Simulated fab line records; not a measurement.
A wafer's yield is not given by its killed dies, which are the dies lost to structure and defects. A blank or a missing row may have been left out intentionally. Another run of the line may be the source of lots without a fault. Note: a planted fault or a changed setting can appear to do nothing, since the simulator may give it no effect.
A struck lot beside a sound one -- flow n5 finfet -- 39 out of 1938 route steps
Sound: wafers L573.2, L573.3, L573.5. Wafers struck: L561.1, L561.3, L561.5. At the end, the cause is stated.
At each step with rows: each side's tool, then ch and its chambers, then its first start. Under that, the readings that differ: sound wafers -- struck wafers -- difference of the means -- sigmas: that difference in standard deviations of wafers without a fault.
alike: a reading whose means differ by less than 2 such deviations, as well as words and numbers matching on both sides. not compared: withheld readings; readings where some wafer has no value; bounds like >300 that might hide an equal value; numbers whose values overlap and for which the record gives no deviation.
A row with sigmas, a row that says differs or no value, or rows on one side alone: a step with any of these is where the two part. When numbers do not overlap yet have no deviation, they are printed without sigmas and do not part them. A reading that every wafer of one side lacks parts them only if that side has two wafers or more.

first, 9 steps without rows for these wafers: N5_BEOL_M4_ANNEAL_95 (time 240 s); N5_BEOL_M4_SPUTTER_96 (material Cu, target thk 4.5 nm, time 8.29 s); N5_BEOL_M4_ECD_50 (material Cu, target thk 300 nm); N5_BEOL_M4_ANNEAL_51 (time 90 s); N5_BEOL_M4_CMP_52 (polishes, stops on SiOC, t overpolish 6.8 s, target thk 40 nm); N5_BEOL_M4_PRE_CLEAN_60 (time 15 s); N5_BEOL_M4_CO_CAP_55 (material Co, precursor CCTBA/H2, target thk 2 nm, time 102.1 s); N5_BEOL_M4_PRE_CLEAN_56 (time 15 s); N5_BEOL_M4_DEP_57 (deposits SiCN from 3MS/NH3, target thk 8 nm, time 14 s).
N5_BEOL_M4_RC_MEAS_101:
  sound on prober-01 ch 0, day 13 12:56; struck on prober-02 ch 0, day 9 15:53
  alike: DIBL_N, DIBL_P, IOFF_N, IOFF_P, ION_N, ION_P, SS_N, SS_P, VT_N, VT_P
then, 24 steps without rows for these wafers: N5_BEOL_M5_ILD_DEP_00 (deposits SiCOH lowk from DEMS/porogen, target thk 140.64 nm, time 25.9 s); N5_BEOL_M5_CURE_79 (cures SiCOH lowk, time 240 s); N5_BEOL_M5_PECVD_70 (deposits SiO2 from TEOS/O2, target thk 16 nm, time 18 s); N5_BEOL_M5_HM_DEP_02 (deposits TiN, target thk 20 nm); N5_BEOL_M5_COAT_59 (time 60 s, resist thk 60 nm); N5_BEOL_M5_COAT_60 (time 60 s, resist thk 12 nm); N5_BEOL_M5_COAT_71 (time 60 s, resist thk 5 nm); N5_BEOL_M5_COAT_05 (resist thk 30 nm); N5_BEOL_M5_EBR_07; N5_BEOL_M5_SOFTBAKE_06 (time 60 s); N5_BEOL_M5_EXPOSE_08 (exposes mask M5, target cd 28 nm); N5_BEOL_M5_PEB_09 (peb time 60 s); N5_BEOL_M5_DEVELOP_10 (develop time 30 s); N5_BEOL_M5_DESCUM_16 (chemistry O2, time 7 s); N5_BEOL_M5_ETCH_72 (etches underlayer in N2/H2, target depth 6.5 nm, time 5.2 s); N5_BEOL_M5_ETCH_61 (etches SiARC in CF4, target depth 15.6 nm, time 26 s); N5_BEOL_M5_ETCH_62 (etches SOC in N2/H2, target depth 75 nm, overetch 15 nm, time 112.5 s); N5_BEOL_M5_STRIP_63 (strips in N2/H2); N5_BEOL_M5_STRIP_73 (strips in N2/H2); N5_BEOL_M5_STRIP_64 (strips in CF4); N5_BEOL_M5_HM_OPEN_17 (chemistry Cl2/BCl3, target TiN, target depth 20 nm, overetch 6 nm); N5_BEOL_M5_STRIP_19 (strips in O2); N5_BEOL_M5_COAT_65 (time 60 s, resist thk 60 nm); N5_BEOL_M5_COAT_66 (time 60 s, resist thk 12 nm).
N5_BEOL_M9_ILD_DEP_00: deposits SiCOH lowk from DEMS/porogen, target thk 308.51 nm, time 58 s.
  sound on pecvd-04 ch 0,1,2, day 15 01:53; struck on pecvd-01 ch 1,2, day 11 09:19
  alike: heater power w, showerhead plenum p Torr, throttle valve pct
N5_BEOL_M9_CURE_71: cures SiCOH lowk, time 240 s.
  sound on uv cure-02 ch 0, day 15 02:02; struck on uv cure-01 ch 1, day 11 10:10
reading,sound,struck,difference,sigmas
model.SiCOH_lowk_of_BEOL_M9_ILD_DEP_00.thk nm (nm),257.8 258.2 263.2,541.6 531 542,+278.5,
  alike: lamp power pct, wafer_temp_C_max
N5_BEOL_M9_THK_MEAS_01:
  struck on film metro-01, day 11 10:41; sound on film metro-02, day 15 02:29
reading,sound,struck,difference,sigmas
M9_ILD_THK (nm),258 258 263,542 531 542,+279,+71
N5_BEOL_M9_CMP_52: polishes, stops on SiCOH lowk, t overpolish 7 s, target thk 140 nm.
  sound on cmp-01 ch 0,1,3, day 15 14:22; struck on cmp-02 ch 0,2,3, day 11 18:37
reading,sound,struck,difference,sigmas
barrier field endpoint s (s),29.0 28.8 29.6,27.8 27.5 27.6,-1.5,-2
motor current A (A),7.3 5.9 5.9,5.2 4.7 5.8,-1.1,-2
model.SiCOH_lowk_of_BEOL_M9_ILD_DEP_00.thk nm (nm),254.8 255.2 260.2,538.6 528 539,+278.5,
  alike: overpolish run s, time to endpoint s
-- record jumps: 2 days separate the struck wafers' starts on either side; left off in module BEOL_M9, taken up again in module PASSIVATION, whose first shown step is the route's number 1936 --
N5_PASSIVATION_PROBE_49:
  the record has rows for the struck wafers here (prober-01, day 14 02:12) and none for the sound ones

## WHERE THEY PART
Earliest at N5_BEOL_M9_THK_MEAS_01; latest, in this record, at N5_PASSIVATION_PROBE_49.

WHY: what had been put in by the simulator
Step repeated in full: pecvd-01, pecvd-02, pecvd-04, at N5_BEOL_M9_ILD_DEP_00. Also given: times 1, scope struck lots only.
